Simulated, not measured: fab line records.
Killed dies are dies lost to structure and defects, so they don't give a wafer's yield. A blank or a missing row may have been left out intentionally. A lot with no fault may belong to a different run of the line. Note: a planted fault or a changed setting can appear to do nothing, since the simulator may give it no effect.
fab line records ; flow nand_harc
record lots=6; wafers=18; last_day=31
route steps=1302 shown A_SLIT@942 A_SIN_REMOVE@947 A_WL_FILL@952
lots untouched by any fault: they come from a run of this same line in which no faults occurred
start_h: the number of hours between the record's first day and the start of the first shown wafer of the lot ; wait_h: hours since the lot's step before ; " unchanged from the row above ; L1.1+2: a row that stands for several wafers ; - no value, or no start given ; * or withheld: withheld ; < > ~ a bound
route shown NAME@n: NAME is a module with steps in the file, n the number in the route of the first one ; usual: average and standard deviation across the fault-free wafers ; same: alike in all rows ; chamber/n: place in a boat ; sites: each site's reading ; _std_site: standard deviation across them ; _edge_site: the outer-site mean with the inner-site mean subtracted ; radius_mm: for every site, how far away it sits from the centre of the wafer ; mask NAME#n: copy n ; behind: the most recent tool/chamber to have shaped the wafer ; hold: why the lot went on hold/how many hours it stayed there/how the hold came to an end ; device: which transistor (n, p or np) failed to switch ; end of line: tests of these same wafers at the route's end ; step lacking rows: just its recipe ; killed: dies lost to structure and defects at the first sort, not the wafer's yield ; map: shows each die of a wafer: x if killed, . if not, _ if none is there
set.NAME: the setting the step ran with; set.NAME@STEP: the setting that earlier step ran with ; model.NAME: the simulator's own value behind a step, which no gauge read
lots seen at some steps along the route; tables by step, rows by wafer
services: when a tool's chamber went out of use (start_h, in hours from the record's first day, below 0 if earlier), for how many hours, and the reason
## steps
# step NHARC_A_SLIT_ETCH_29
# recipe target_depth_a=1000; overetch_a=100; time_s=55; ion_energy_ev=100; cf4_flow_sccm=80; o2_flow_sccm=20; ar_flow_sccm=0; rf_w=300; bias_w=100; chemistry=CF4/O2
# usual chamber_pressure_mTorr=30.001/0.027; drypump_motor_current_A=5.8/0.53; oes_product_au=0.997/0.0085; rf_vpp_V=197.8/1.5; showerhead_plenum_p_Torr=1.33/0.061; throttle_valve_pct=13.399/0.0088
lot.wafer;tool;chamber;start_h;wait_h;chamber_pressure_mTorr;drypump_motor_current_A;oes_product_au;rf_hours_counter_h;rf_vpp_V;showerhead_plenum_p_Torr;throttle_valve_pct
L292.1;rie_diel-13;1;469.66;0.1;29.982;6.1;0.988;7.5;197.4;1.34;13.401
L292.3;rie_diel-13;3;469.66;0.1;30.024;6.2;0.991;7.7;198.0;1.29;13.401
L292.6;rie_diel-13;0;469.66;0.1;30.037;5.9;0.992;-;200.2;1.37;13.397
L295.3;rie_diel-03;0;495.71;0.1;29.990;5.8;0.996;1.2;196.9;1.35;13.391
L295.5;rie_diel-03;1;495.71;0.1;30.022;4.7;1.001;-;198.8;1.39;13.402
L295.6;rie_diel-03;2;495.71;0.1;29.998;6.6;0.988;-;199.8;1.41;13.424
L299.2;rie_diel-02;3;545.03;0.1;29.987;5.4;0.993;8.9;195.5;1.25;13.406
L299.3;rie_diel-02;2;545.03;0.1;30.000;5.8;0.985;9.6;197.3;1.31;13.398
L299.5;rie_diel-02;0;545.03;0.1;30.053;6.3;1.001;-;199.6;1.37;13.403
L300.3;rie_diel-13;2;556.86;0.1;29.968;5.2;1.008;1.9;196.9;1.25;13.390
L300.4;rie_diel-13;3;556.86;0.1;29.960;6.2;0.990;2.0;195.9;1.29;13.404
L300.1;rie_diel-13;1;556.86;0.1;29.950;6.1;0.995;2.0;198.3;1.34;13.397
L304.3;rie_diel-03;1;602.18;0.1;29.949;4.7;0.998;7.5;200.2;1.39;13.400
L304.1;rie_diel-03;2;602.18;0.1;29.995;6.6;0.983;7.7;200.0;1.41;13.384
L304.6;rie_diel-03;1;602.18;0.1;30.015;4.7;0.998;-;199.4;1.39;13.395
L307.2;rie_diel-02;3;634.08;0.1;30.059;5.4;0.989;3.2;195.8;1.25;13.406
L307.1;rie_diel-02;1;634.08;0.1;29.993;6.0;1.002;3.0;200.3;1.42;13.400
L307.5;rie_diel-02;3;634.08;0.1;30.009;5.4;0.993;-;196.9;1.25;13.405
# step NHARC_A_SLIT_STRIP_18
# recipe o2_flow_sccm=500; ar_flow_sccm=0; bias_w=0; chemistry=O2
# usual chamber_pressure_mTorr=59.99/0.052; drypump_motor_current_A=5.8/0.53; oes_product_au=0.997/0.0084; rf_vpp_V=57.7/0.91; showerhead_plenum_p_Torr=3.54/0.15; throttle_valve_pct=17.036/0.0097
lot.wafer;tool;chamber;start_h;wait_h;chamber_pressure_mTorr;drypump_motor_current_A;oes_product_au;rf_hours_counter_h;rf_vpp_V;showerhead_plenum_p_Torr;throttle_valve_pct
L292.3;rie_diel-13;3;-;-;59.97;6.2;1.008;7.7;58.1;3.42;17.033
L292.1;rie_diel-13;1;-;-;60.03;6.1;0.999;7.6;57.1;3.55;17.041
L292.6;rie_diel-13;3;-;-;60.07;6.2;0.999;-;57.9;3.42;17.036
L295.3;rie_diel-03;2;-;-;59.99;6.6;0.990;1.1;59.1;3.71;17.042
L295.6;rie_diel-03;0;-;-;59.96;5.8;1.009;-;59.4;3.57;17.029
L295.5;rie_diel-03;1;-;-;59.97;4.7;0.999;-;56.5;3.68;17.037
L299.2;rie_diel-02;3;-;-;59.98;5.5;0.993;8.9;55.3;3.33;17.021
L299.3;rie_diel-02;0;-;-;60.02;6.3;1.003;5.3;58.1;3.62;17.035
L299.5;rie_diel-02;1;-;-;59.95;6.0;0.997;-;58.7;3.75;17.033
L300.1;rie_diel-13;0;-;-;60.01;5.9;0.995;2.1;60.1;3.62;17.047
L300.3;rie_diel-13;2;-;-;59.94;5.2;0.988;2.0;56.2;3.30;17.040
L300.4;rie_diel-13;3;-;-;60.03;6.2;0.988;2.1;55.9;3.41;17.014
L304.1;rie_diel-03;3;-;-;59.93;5.6;0.998;7.0;56.6;3.29;17.043
L304.3;rie_diel-03;0;-;-;60.00;5.8;1.013;7.9;57.6;3.57;17.029
L304.6;rie_diel-03;2;-;-;59.97;6.6;0.986;-;57.7;3.71;17.043
L307.2;rie_diel-02;3;-;-;60.02;5.4;1.000;3.3;55.7;3.32;17.034
L307.1;rie_diel-02;0;-;-;60.05;6.3;1.012;3.4;58.7;3.62;17.019
L307.5;rie_diel-02;1;-;-;59.95;6.0;1.008;-;58.0;3.75;17.035
# step NHARC_A_SLIT_PRECLEAN_19
# recipe time_s=*; temp_c=50; bath_age_min=0; chemistry=SC1
# step NHARC_A_SLIT_SRD_20
# step NHARC_A_SLIT_CD_MEAS_21
# usual cd_nm=289.6/0.64
lot.wafer;tool;chamber;start_h;wait_h;cd_nm
L292.1;cd_sem-02;-;470.20;-;289.5
L292.3;cd_sem-02;-;470.20;-;290.0
L292.6;cd_sem-02;-;470.20;-;289.9
L295.3;cd_sem-01;-;496.23;-;289.9
L295.5;cd_sem-01;-;496.23;-;290.3
L295.6;cd_sem-01;-;496.23;-;289.9
L299.2;cd_sem-03;-;545.57;-;289.9
L299.3;cd_sem-03;-;545.57;-;289.2
L299.5;cd_sem-03;-;545.57;-;290.3
L300.1;cd_sem-03;-;557.41;-;290.5
L300.3;cd_sem-03;-;557.41;-;290.2
L300.4;cd_sem-03;-;557.41;-;289.3
L304.1;cd_sem-03;-;602.72;-;290.6
L304.3;cd_sem-03;-;602.72;-;290.8
L304.6;cd_sem-03;-;602.72;-;291.2
L307.1;cd_sem-02;-;634.61;-;288.4
L307.2;cd_sem-02;-;634.61;-;288.8
L307.5;cd_sem-02;-;634.61;-;288.6
# step NHARC_A_SIN_REMOVE_WET_00
# recipe temp_c=160; time_s=15300; chemistry=H3PO4
# step NHARC_A_SIN_REMOVE_PRECLEAN_01
# recipe time_s=*; temp_c=50; bath_age_min=0; chemistry=SC1
# step NHARC_A_SIN_REMOVE_SRD_02
# step NHARC_A_SIN_REMOVE_INSPECT_04
# usual raw_defect_count=365/76
lot.wafer;tool;chamber;start_h;wait_h;raw_defect_count
L292.1;defect_inspect-02;-;476.82;0.0;430
L292.3;defect_inspect-02;-;476.82;0.0;457
L292.6;defect_inspect-02;-;476.82;0.0;356
L295.3;defect_inspect-01;-;502.68;0.0;369
L295.5;defect_inspect-01;-;502.68;0.0;309
L295.6;defect_inspect-01;-;502.68;0.0;360
L299.2;defect_inspect-01;-;552.17;0.0;353
L299.3;defect_inspect-01;-;552.17;0.0;313
L299.5;defect_inspect-01;-;552.17;0.0;284
L300.1;defect_inspect-02;-;564.08;0.0;397
L300.3;defect_inspect-02;-;564.08;0.0;417
L300.4;defect_inspect-02;-;564.08;0.0;379
L304.1;defect_inspect-01;-;609.37;0.0;411
L304.3;defect_inspect-01;-;609.37;0.0;403
L304.6;defect_inspect-01;-;609.37;0.0;284
L307.1;defect_inspect-02;-;641.14;0.0;374
L307.2;defect_inspect-02;-;641.14;0.0;345
L307.5;defect_inspect-02;-;641.14;0.0;295
# step NHARC_A_WL_FILL_ALD_00
# recipe target_thk_a=30; pulse_time_s=3; ald_cycles=30; temp_c=300; material=Al2O3
# usual ald_cycles=30/0; heater_power_w=462/31; precursor_pulse_height_rel=1.002/0.019
lot.wafer;tool;chamber;start_h;wait_h;ald_cycles;heater_power_w;precursor_pulse_height_rel
L292.1;ald_hk-01;0;476.95;0.1;30;422;1.011
L292.3;ald_hk-01;1;476.95;0.1;30;440;1.001
L292.6;ald_hk-01;3;476.95;0.1;30;513;1.002
L295.3;ald_hk-04;3;502.83;0.1;30;488;0.981
L295.5;ald_hk-04;0;502.83;0.1;30;420;1.005
L295.6;ald_hk-04;1;502.83;0.1;30;475;0.998
L299.3;ald_hk-03;2;552.25;0.1;30;438;1.007
L299.2;ald_hk-03;3;552.25;0.1;30;455;0.965
L299.5;ald_hk-03;1;552.25;0.1;30;460;1.018
L300.4;ald_hk-04;2;564.18;0.1;30;480;0.984
L300.3;ald_hk-04;3;564.18;0.1;30;480;1.005
L300.1;ald_hk-04;0;564.18;0.1;30;422;1.008
L304.1;ald_hk-03;1;609.46;0.1;30;441;0.986
L304.3;ald_hk-03;3;609.46;0.1;30;434;0.994
L304.6;ald_hk-03;1;609.46;0.1;30;450;0.965
L307.1;ald_hk-04;3;641.27;0.1;30;476;0.993
L307.2;ald_hk-04;0;641.27;0.1;30;431;1.014
L307.5;ald_hk-04;2;641.27;0.1;30;486;1.004
# step NHARC_A_WL_FILL_RTA_01
# recipe temp_c=1000; time_s=5
# usual lamp_power_pct=30.0/1.3; lamp_zone_1_pct=30.0/1.3; lamp_zone_5_pct=30.0/1.3; lamp_zone_6_pct=29.9/1.3; wafer_temp_C_max=1006.9/1.5
lot.wafer;tool;chamber;start_h;wait_h;lamp_power_pct;lamp_zone_1_pct;lamp_zone_5_pct;lamp_zone_6_pct;wafer_temp_C_max
L292.1;rtp_anneal-02;0;477.16;-;29.1;29.1;29.1;29.1;1006.2
L292.3;rtp_anneal-02;0;477.16;-;29.2;29.1;29.1;29.0;1007.0
L292.6;rtp_anneal-02;0;477.16;-;29.1;29.2;29.1;29.1;1006.5
L295.3;rtp_anneal-01;0;503.07;-;31.8;31.8;31.8;31.8;1009.3
L295.5;rtp_anneal-01;0;503.07;-;31.8;31.8;31.8;31.7;1010.7
L295.6;rtp_anneal-01;0;503.07;-;31.8;31.8;31.8;31.7;1007.7
L299.2;rtp_anneal-01;0;552.52;-;31.8;31.9;31.8;31.7;1006.5
L299.3;rtp_anneal-01;0;552.52;-;31.8;31.8;31.8;31.7;1007.8
L299.5;rtp_anneal-01;0;552.52;-;31.8;31.8;31.8;31.8;1010.4
L300.1;rtp_anneal-02;0;564.42;-;29.2;29.1;29.1;29.0;1006.0
L300.3;rtp_anneal-02;0;564.42;-;29.1;29.0;29.1;29.0;1006.2
L300.4;rtp_anneal-02;0;564.42;-;29.1;29.1;29.1;29.1;1006.6
L304.1;rtp_anneal-02;0;609.70;-;29.1;29.1;29.1;29.0;1007.4
L304.3;rtp_anneal-02;0;609.70;-;29.2;29.1;29.1;29.1;1005.8
L304.6;rtp_anneal-02;0;609.70;-;29.1;29.1;29.1;29.1;1003.3
L307.1;rtp_anneal-01;0;641.48;-;31.8;31.8;31.8;31.7;1007.5
L307.2;rtp_anneal-01;0;641.48;-;31.8;31.8;31.8;31.8;1007.4
L307.5;rtp_anneal-01;0;641.48;-;31.8;31.9;31.7;31.7;1009.7
# step NHARC_A_WL_FILL_ALD_02
# recipe target_thk_a=20; pulse_time_s=3; ald_cycles=100; temp_c=450; material=TiN
# usual ald_cycles=100/0; heater_power_w=1140/130; precursor_pulse_height_rel=1.001/0.02
lot.wafer;tool;chamber;start_h;wait_h;ald_cycles;heater_power_w;precursor_pulse_height_rel
L292.3;ald_metal-02;0;477.37;0.1;100;1134;1.024
L292.1;ald_metal-02;1;477.37;0.1;100;1130;1.015
L292.6;ald_metal-02;1;477.37;0.1;100;1165;0.997
L295.3;ald_metal-01;2;503.34;0.2;100;1267;1.013
L295.5;ald_metal-01;3;503.34;0.2;100;1003;1.002
L295.6;ald_metal-01;0;503.34;0.2;100;1329;0.986
L299.2;ald_metal-02;2;552.70;0.2;50;1263;0.977
L299.3;ald_metal-02;1;552.70;0.2;50;1139;1.000
L299.5;ald_metal-02;2;552.70;0.2;100;1282;0.989
L300.4;ald_metal-02;0;564.67;0.1;100;1157;0.991
L300.1;ald_metal-02;1;564.67;0.1;50;1146;1.033
L300.3;ald_metal-02;2;564.67;0.1;50;1287;1.004
L304.1;ald_metal-03;1;609.91;0.2;100;1257;0.964
L304.3;ald_metal-03;0;609.91;0.2;100;1150;1.015
L304.6;ald_metal-03;3;609.91;0.2;100;1177;1.002
L307.2;ald_metal-02;3;641.73;0.2;100;945;0.991
L307.1;ald_metal-02;0;641.73;0.2;100;1126;0.988
L307.5;ald_metal-02;2;641.73;0.2;100;1210;1.012
## services
tool;chamber;start_h;hours;kind
rie_diel-03;-;458.30;9.0;pm
rie_diel-13;3;458.56;6.0;repair
rie_diel-13;1;475.63;9.3;repair
rie_diel-02;3;491.57;3.0;repair
ald_metal-03;2;499.02;279.0;repair
rie_diel-02;2;513.73;5.6;repair
rie_diel-13;-;519.00;9.0;pm
ald_metal-03;0;524.78;4.9;repair
ald_metal-01;-;526.00;10.0;pm
ald_metal-03;0;535.04;28.7;repair
rie_diel-03;3;544.36;7.6;repair
rie_diel-03;2;551.92;4.8;repair
rie_diel-03;3;553.55;1.5;repair
rie_diel-13;0;565.66;13.5;repair
ald_metal-03;-;568.00;10.0;pm
rie_diel-02;-;570.70;9.0;pm
ald_hk-03;-;571.60;10.0;pm
rie_diel-13;3;599.73;4.2;repair
rie_diel-03;2;603.05;5.4;repair
ald_metal-02;-;610.00;10.0;pm
ald_hk-04;-;610.33;10.0;pm
rie_diel-03;2;629.06;5.2;repair
ald_metal-02;-;629.71;0.5;repair
rie_diel-03;-;635.30;9.0;pm
## key
first_sign step=NHARC_A_WL_FILL_ALD_02; reading=ald_cycles; direction=down; sigmas=99+; usual=100; struck=50
effect none on later readings
met_at NHARC_A_WL_FILL_ALD_02
struck_wafers L299.2,L299.3,L300.1,L300.3
later_rows_left_out L299.2,L299.3,L300.1,L300.3
sort_left_out L299.2,L299.3,L300.1,L300.3
tester_left_out L299,L300
onset_between 477.37 552.70
fault kind=process_parameter_drift; tool=ald_metal-02; chamber=-; onset_h=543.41; steps=NHARC_A_WL_FILL_ALD_02; channel=ald_cycles; offset=-50; shape=step; end_h=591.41; scope=struck_wafers_only; acts_in=these_recipes_only; stated=100
# tester_left_out: of these lots the tester's yield and bins aren't shown, on N5 and GAA mostly nor the transistor test; their killed dies are dies lost to structure and defects alone, not to doping, threshold or leakage, so they don't give the yield
# sort_left_out: the simulated sort isn't trusted on such a fault, so these wafers' sort isn't shown, and their yield isn't known
# later_rows_left_out: the simulator's readings of these wafers behind a module that went badly wrong aren't trusted and aren't shown, but for the sort
